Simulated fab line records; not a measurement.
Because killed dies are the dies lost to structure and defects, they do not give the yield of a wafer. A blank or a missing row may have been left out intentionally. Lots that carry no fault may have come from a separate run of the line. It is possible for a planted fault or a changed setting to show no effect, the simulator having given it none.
fab line records :: flow nand_harc
record
  lots=6
  wafers=18
  last_day=32
route steps=1302 shown A_STAIRCASE@814
lots with no fault: from the same line, run without faults
start_h: hours from the record's opening day to when the first of the lot's shown wafers began :: wait_h: hours since the lot's step before :: " the same as in the row above :: L1.1+2: a single row standing in for several wafers :: - either no value or no given start :: * or withheld: withheld :: < > ~ a bound
route shown NAME@n: a module of which the file shows steps, and the number in the route of the first :: usual: mean/standard deviation of fault-free wafers :: same: alike in all rows :: chamber/n: place in a boat :: sites: each site's reading :: _std_site: the standard deviation of these :: _edge_site: the outer-site mean with the inner-site mean subtracted :: radius_mm: for every site, how far away it sits from the centre of the wafer :: mask NAME#n: copy n :: behind: the tool/chamber that last shaped the wafer :: hold: cause of the lot's hold/its duration in hours/its outcome :: device: the transistor (n, p or np) that didn't switch :: end of line: the tests these same wafers got at the end of their route :: for a step that has no rows: nothing shown but its recipe :: killed: dies that structure and defects cost at the first sort, which is not the same as the wafer's yield :: map: dies across one wafer; x = killed, . = not, _ = none there
set.NAME: setting as actually run; set.NAME@STEP: the setting as run at that earlier step :: model.NAME: the simulator's own value behind a step, which no gauge read
lots at selected steps of the route; one table per step, one row per wafer
services: the hour from which a tool's chamber was out of use, counted from the record's first day as start_h (under 0 if before that day), plus the number of hours and why
## steps
# step NHARC_A_STAIRCASE_STRIP_296
# recipe
  time_s=900
  temp_c=130
  chemistry=SPM
# step NHARC_A_STAIRCASE_PRECLEAN_297
# recipe
  time_s=*
  temp_c=50
  bath_age_min=0
  chemistry=SC1
# step NHARC_A_STAIRCASE_SRD_298
# step NHARC_A_STAIRCASE_HM_DEP_462
# recipe
  target_thk_a=8000
  temp_c=400
  material=aC
# usual
  susceptor_temp_C=399.96/0.2
  throttle_valve_pct=35.001/0.0092
lot.wafer: L737.2
tool: acl_dep-03
chamber: 0
start_h: 411.88
wait_h: 2.6
susceptor_temp_C: 399.99
throttle_valve_pct: 35.001

lot.wafer: L737.3
tool: acl_dep-03
chamber: 0
start_h: 411.88
wait_h: 2.6
susceptor_temp_C: 400.38
throttle_valve_pct: 35.009

lot.wafer: L737.4
tool: acl_dep-03
chamber: 0
start_h: 411.88
wait_h: 2.6
susceptor_temp_C: 399.81
throttle_valve_pct: 35.009

lot.wafer: L745.1
tool: acl_dep-01
chamber: 0
start_h: 491.37
wait_h: 0.7
susceptor_temp_C: 400.12
throttle_valve_pct: 35.020

lot.wafer: L745.2
tool: acl_dep-01
chamber: 0
start_h: 491.37
wait_h: 0.7
susceptor_temp_C: 399.59
throttle_valve_pct: 35.005

lot.wafer: L745.4
tool: acl_dep-01
chamber: 0
start_h: 491.37
wait_h: 0.7
susceptor_temp_C: 399.99
throttle_valve_pct: 35.013

lot.wafer: L746.2
tool: acl_dep-02
chamber: 0
start_h: 493.03
wait_h: 2.1
susceptor_temp_C: -
throttle_valve_pct: 35.005

lot.wafer: L746.3
tool: acl_dep-02
chamber: 0
start_h: 493.03
wait_h: 2.1
susceptor_temp_C: -
throttle_valve_pct: 34.993

lot.wafer: L746.5
tool: acl_dep-02
chamber: 0
start_h: 493.03
wait_h: 2.1
susceptor_temp_C: -
throttle_valve_pct: 35.002

lot.wafer: L748.4
tool: acl_dep-02
chamber: 0
start_h: 533.06
wait_h: 2.4
susceptor_temp_C: -
throttle_valve_pct: 34.996

lot.wafer: L748.5
tool: acl_dep-02
chamber: 0
start_h: 533.06
wait_h: 2.4
susceptor_temp_C: -
throttle_valve_pct: 34.996

lot.wafer: L748.6
tool: acl_dep-02
chamber: 0
start_h: 533.06
wait_h: 2.4
susceptor_temp_C: -
throttle_valve_pct: 35.008

lot.wafer: L753.3
tool: acl_dep-03
chamber: 0
start_h: 572.60
wait_h: 0.7
susceptor_temp_C: 399.93
throttle_valve_pct: 35.003

lot.wafer: L753.4
tool: acl_dep-03
chamber: 0
start_h: 572.60
wait_h: 0.7
susceptor_temp_C: 399.95
throttle_valve_pct: 35.006

lot.wafer: L753.6
tool: acl_dep-03
chamber: 0
start_h: 572.60
wait_h: 0.7
susceptor_temp_C: 400.10
throttle_valve_pct: 34.994

lot.wafer: L752.1
tool: acl_dep-01
chamber: 0
start_h: 573.90
wait_h: 0.1
susceptor_temp_C: 400.48
throttle_valve_pct: 35.005

lot.wafer: L752.4
tool: acl_dep-01
chamber: 0
start_h: 573.90
wait_h: 0.1
susceptor_temp_C: 399.95
throttle_valve_pct: 34.998

lot.wafer: L752.6
tool: acl_dep-01
chamber: 0
start_h: 573.90
wait_h: 0.1
susceptor_temp_C: 400.07
throttle_valve_pct: 34.994
# step NHARC_A_STAIRCASE_DEP_301
# recipe
  target_thk_a=300
  target_thk_nm=30
  temp_c=400
  pressure_torr=3.5
  flow_sccm=200
  rf_w=350
  material=SiON
# usual
  heater_power_w=774/92
  susceptor_temp_C=399.99/0.22
lot.wafer: L737.3
tool: pecvd-01
chamber: 1
start_h: 413.43
wait_h: 0.9
heater_power_w: 961
susceptor_temp_C: 399.68

lot.wafer: L737.2
tool: pecvd-01
chamber: 0
start_h: 413.43
wait_h: 0.9
heater_power_w: 850
susceptor_temp_C: 400.13

lot.wafer: L737.4
tool: pecvd-01
chamber: 1
start_h: 413.43
wait_h: 0.9
heater_power_w: 963
susceptor_temp_C: 399.52

lot.wafer: L745.1
tool: pecvd-04
chamber: 2
start_h: 493.27
wait_h: 1.6
heater_power_w: 889
susceptor_temp_C: 400.05

lot.wafer: L745.2
tool: pecvd-04
chamber: 0
start_h: 493.27
wait_h: 1.6
heater_power_w: 652
susceptor_temp_C: 400.23

lot.wafer: L745.4
tool: pecvd-04
chamber: 1
start_h: 493.27
wait_h: 1.6
heater_power_w: 697
susceptor_temp_C: 399.82

lot.wafer: L746.3
tool: pecvd-02
chamber: 2
start_h: 494.56
wait_h: 0.9
heater_power_w: 827
susceptor_temp_C: 400.01

lot.wafer: L746.2
tool: pecvd-02
chamber: 0
start_h: 494.56
wait_h: 0.9
heater_power_w: 715
susceptor_temp_C: 399.96

lot.wafer: L746.5
tool: pecvd-02
chamber: 0
start_h: 494.56
wait_h: 0.9
heater_power_w: 711
susceptor_temp_C: 400.31

lot.wafer: L748.6
tool: pecvd-01
chamber: 0
start_h: 534.08
wait_h: 0.1
heater_power_w: 749
susceptor_temp_C: 399.74

lot.wafer: L748.4
tool: pecvd-01
chamber: 1
start_h: 534.08
wait_h: 0.1
heater_power_w: 895
susceptor_temp_C: 399.92

lot.wafer: L748.5
tool: pecvd-01
chamber: 2
start_h: 534.08
wait_h: 0.1
heater_power_w: 731
susceptor_temp_C: 400.08

lot.wafer: L753.3
tool: pecvd-01
chamber: 1
start_h: 573.85
wait_h: 0.9
heater_power_w: 828
susceptor_temp_C: 399.73

lot.wafer: L753.6
tool: pecvd-01
chamber: 2
start_h: 573.85
wait_h: 0.9
heater_power_w: 790
susceptor_temp_C: 400.22

lot.wafer: L753.4
tool: pecvd-01
chamber: 0
start_h: 573.85
wait_h: 0.9
heater_power_w: 709
susceptor_temp_C: 399.71

lot.wafer: L752.1
tool: pecvd-04
chamber: 2
start_h: 575.85
wait_h: 1.6
heater_power_w: 928
susceptor_temp_C: 399.83

lot.wafer: L752.4
tool: pecvd-04
chamber: 0
start_h: 575.85
wait_h: 1.6
heater_power_w: 649
susceptor_temp_C: 400.25

lot.wafer: L752.6
tool: pecvd-04
chamber: 2
start_h: 575.85
wait_h: 1.6
heater_power_w: 936
susceptor_temp_C: 399.81
# step NHARC_A_STAIRCASE_DEHYDRATE_302
# recipe
  temp_c=150
  time_s=120
# step NHARC_A_STAIRCASE_HMDS_303
# recipe
  time_s=30
# step NHARC_A_STAIRCASE_COAT_304
# recipe
  spin_rpm=1200
# step NHARC_A_STAIRCASE_SOFTBAKE_305
# recipe
  temp_c=135
  time_s=170
# step NHARC_A_STAIRCASE_EBR_306
# step NHARC_A_STAIRCASE_EXPOSE_307
# recipe
  na=0.5
  dose_mj=45.72
  mask_id=CHOP_50
# step NHARC_A_STAIRCASE_PEB_308
# recipe
  peb_temp_c=115
  peb_time_s=130
# usual
  chill_plate_temp_C=22.98/0.1
  exhaust_pa=44.8/0.96
lot.wafer: L737.2
tool: litho_track-05
chamber: 0
start_h: 414.10
wait_h: 0.1
chill_plate_temp_C: 23.04
exhaust_pa: 46.0

lot.wafer: L737.3
tool: litho_track-05
chamber: 0
start_h: 414.10
wait_h: 0.1
chill_plate_temp_C: 23.01
exhaust_pa: 46.3

lot.wafer: L737.4
tool: litho_track-05
chamber: 0
start_h: 414.10
wait_h: 0.1
chill_plate_temp_C: 22.93
exhaust_pa: 46.9

lot.wafer: L745.1
tool: litho_track-05
chamber: -
start_h: 493.91
wait_h: 0.1
chill_plate_temp_C: -
exhaust_pa: -

lot.wafer: L745.2
tool: litho_track-05
chamber: -
start_h: 493.91
wait_h: 0.1
chill_plate_temp_C: -
exhaust_pa: -

lot.wafer: L745.4
tool: litho_track-05
chamber: -
start_h: 493.91
wait_h: 0.1
chill_plate_temp_C: -
exhaust_pa: -

lot.wafer: L746.2
tool: litho_track-03
chamber: -
start_h: 495.23
wait_h: 0.1
chill_plate_temp_C: -
exhaust_pa: -

lot.wafer: L746.3
tool: litho_track-03
chamber: -
start_h: 495.23
wait_h: 0.1
chill_plate_temp_C: -
exhaust_pa: -

lot.wafer: L746.5
tool: litho_track-03
chamber: -
start_h: 495.23
wait_h: 0.1
chill_plate_temp_C: -
exhaust_pa: -

lot.wafer: L748.4
tool: litho_track-03
chamber: 0
start_h: 534.67
wait_h: 0.0
chill_plate_temp_C: 22.92
exhaust_pa: 44.4

lot.wafer: L748.5
tool: litho_track-03
chamber: 0
start_h: 534.67
wait_h: 0.0
chill_plate_temp_C: 22.82
exhaust_pa: 43.8

lot.wafer: L748.6
tool: litho_track-03
chamber: 0
start_h: 534.67
wait_h: 0.0
chill_plate_temp_C: 22.86
exhaust_pa: 43.8

lot.wafer: L753.3
tool: litho_track-03
chamber: 0
start_h: 574.39
wait_h: 0.0
chill_plate_temp_C: 23.12
exhaust_pa: 44.9

lot.wafer: L753.4
tool: litho_track-03
chamber: 0
start_h: 574.39
wait_h: 0.0
chill_plate_temp_C: 22.90
exhaust_pa: 44.4

lot.wafer: L753.6
tool: litho_track-03
chamber: 0
start_h: 574.39
wait_h: 0.0
chill_plate_temp_C: 23.01
exhaust_pa: 45.1

lot.wafer: L752.1
tool: litho_track-05
chamber: 0
start_h: 576.47
wait_h: 0.1
chill_plate_temp_C: 23.08
exhaust_pa: 46.2

lot.wafer: L752.4
tool: litho_track-05
chamber: 0
start_h: 576.47
wait_h: 0.1
chill_plate_temp_C: 23.09
exhaust_pa: 44.7

lot.wafer: L752.6
tool: litho_track-05
chamber: 0
start_h: 576.47
wait_h: 0.1
chill_plate_temp_C: 23.19
exhaust_pa: 47.4
# step NHARC_A_STAIRCASE_DEVELOP_309
# recipe
  time_s=140
## services
tool: pecvd-04
chamber: -
start_h: 403.19
hours: 1.4
kind: repair

tool: pecvd-02
chamber: 1
start_h: 405.17
hours: 5.9
kind: repair

tool: pecvd-02
chamber: -
start_h: 408.40
hours: 13.0
kind: pm

tool: pecvd-04
chamber: -
start_h: 411.81
hours: 0.8
kind: repair

tool: acl_dep-02
chamber: -
start_h: 426.80
hours: 13.0
kind: pm

tool: litho_track-03
chamber: -
start_h: 450.00
hours: 7.0
kind: pm

tool: pecvd-04
chamber: -
start_h: 450.00
hours: 13.0
kind: pm

tool: pecvd-04
chamber: 0
start_h: 450.00
hours: 13.0
kind: vent_cycle

tool: pecvd-04
chamber: 1
start_h: 450.00
hours: 13.0
kind: vent_cycle

tool: pecvd-04
chamber: 2
start_h: 450.00
hours: 13.0
kind: vent_cycle

tool: pecvd-04
chamber: 0
start_h: 463.00
hours: -
kind: clean

tool: pecvd-04
chamber: 1
start_h: 463.00
hours: -
kind: clean

tool: litho_track-05
chamber: -
start_h: 474.00
hours: 7.0
kind: pm

tool: acl_dep-03
chamber: -
start_h: 483.10
hours: 13.0
kind: pm

tool: pecvd-01
chamber: -
start_h: 492.08
hours: 0.7
kind: repair

tool: pecvd-01
chamber: -
start_h: 492.79
hours: 13.0
kind: pm

tool: pecvd-01
chamber: 0
start_h: 492.79
hours: 13.0
kind: vent_cycle

tool: pecvd-01
chamber: 1
start_h: 492.79
hours: 13.0
kind: vent_cycle

tool: pecvd-01
chamber: 2
start_h: 492.79
hours: 13.0
kind: vent_cycle

tool: pecvd-01
chamber: 0
start_h: 505.79
hours: -
kind: clean

tool: pecvd-01
chamber: 1
start_h: 505.79
hours: -
kind: clean

tool: pecvd-01
chamber: 2
start_h: 505.79
hours: -
kind: clean

tool: acl_dep-01
chamber: -
start_h: 548.63
hours: 13.0
kind: pm

tool: pecvd-04
chamber: 0
start_h: 562.97
hours: 4.6
kind: repair
## key
first_sign
  step=NHARC_A_STAIRCASE_PEB_308
  reading=tool_record
  direction=missing
effect none on later readings
met_at NHARC_A_STAIRCASE_PEB_308
struck_wafers L745.1,L745.2,L745.4,L746.2,L746.3,L746.5
later_rows_left_out L745.1,L745.2,L745.4,L746.2,L746.3,L746.5
sort_left_out L745.1,L745.2,L745.4,L746.2,L746.3,L746.5
tester_left_out L745,L746
onset_between 414.10 493.91
fault
  kind=skipped_step_whole
  tool=litho_track-03,litho_track-05
  chamber=-
  onset_h=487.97
  steps=NHARC_A_STAIRCASE_PEB_308
  scope=struck_lots_only
# tester_left_out: of these lots the tester's yield and bins aren't shown, on N5 and GAA mostly nor the transistor test; their killed dies are dies lost to structure and defects alone, not to doping, threshold or leakage, so they don't give the yield
# sort_left_out: the simulated sort isn't trusted on such a fault, so these wafers' sort isn't shown, and their yield isn't known
# later_rows_left_out: the simulator's readings of these wafers behind a module that went badly wrong aren't trusted and aren't shown, but for the sort
